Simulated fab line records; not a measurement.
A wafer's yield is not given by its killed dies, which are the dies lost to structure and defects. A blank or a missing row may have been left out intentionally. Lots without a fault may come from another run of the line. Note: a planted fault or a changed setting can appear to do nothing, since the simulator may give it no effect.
Chamber matching / flow nand_harc / NHARC_P_M1_ETCH_35 on rie_diel-03: 4 sister chambers
The step etches the open film in N2/H2, target depth 40 nm, overetch 12 nm, time 43.94 s. 8 wafers are shown with their chamber, then 7 later ones without.

## WAFERS WITH THEIR CHAMBER
wafer=L639.1; chamber=3; drypump_motor_current_A (A)=5.8; rf_vpp_V (V)=430.6
wafer=L639.5; chamber=2; drypump_motor_current_A (A)=5.8; rf_vpp_V (V)=432.4
wafer=L639.6; chamber=1; drypump_motor_current_A (A)=5.9; rf_vpp_V (V)=427.4
wafer=L640.1; chamber=3; drypump_motor_current_A (A)=5.7; rf_vpp_V (V)=429.8
wafer=L640.2; chamber=0; drypump_motor_current_A (A)=5.2; rf_vpp_V (V)=428.9
wafer=L640.5; chamber=0; drypump_motor_current_A (A)=5.2; rf_vpp_V (V)=430.6
wafer=L642.1; chamber=2; drypump_motor_current_A (A)=5.8; rf_vpp_V (V)=432.5
wafer=L642.3; chamber=1; drypump_motor_current_A (A)=5.8; rf_vpp_V (V)=427.7

## WAFERS WITHOUT THEIR CHAMBER
wafer=L642.4; drypump_motor_current_A (A)=5.2; rf_vpp_V (V)=430.7
wafer=L650.2; drypump_motor_current_A (A)=5.8; rf_vpp_V (V)=431.8
wafer=L650.3; drypump_motor_current_A (A)=5.7; rf_vpp_V (V)=429.7
wafer=L650.4; drypump_motor_current_A (A)=5.2; rf_vpp_V (V)=429.5
wafer=L651.1; drypump_motor_current_A (A)=5.8; rf_vpp_V (V)=424.1
wafer=L651.3; drypump_motor_current_A (A)=5.2; rf_vpp_V (V)=430.4
wafer=L651.6; drypump_motor_current_A (A)=5.9; rf_vpp_V (V)=426.5

## EACH ONE'S CHAMBER
wafer=L642.4; from the rows above=0; in truth=0
wafer=L650.2; from the rows above=can't be placed: 2 or 3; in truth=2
wafer=L650.3; from the rows above=3; in truth=3
wafer=L650.4; from the rows above=0; in truth=0
wafer=L651.1; from the rows above=1; in truth=1
wafer=L651.3; from the rows above=0; in truth=0
wafer=L651.6; from the rows above=1; in truth=1
Correctly placed: 6 of 7. Can't be placed from these rows: 1 (the true chamber is among the candidates in 1). 0 placed wrongly.
How it was worked out, from the rows above alone: a wafer's distance from a chamber is the root of the sum, over the readings, of the square of ((its reading less the chamber's mean) divided by the reading's scatter). If the next closest chamber is less than 2 further off than the closest, the wafer can't be placed; otherwise it belongs to the closest. The mean given for a chamber averages the wafers shown for that chamber. The scatter: the root of (the sum of the squares of (reading less its chamber's mean) over the shown wafers, divided by (wafers less chambers)).
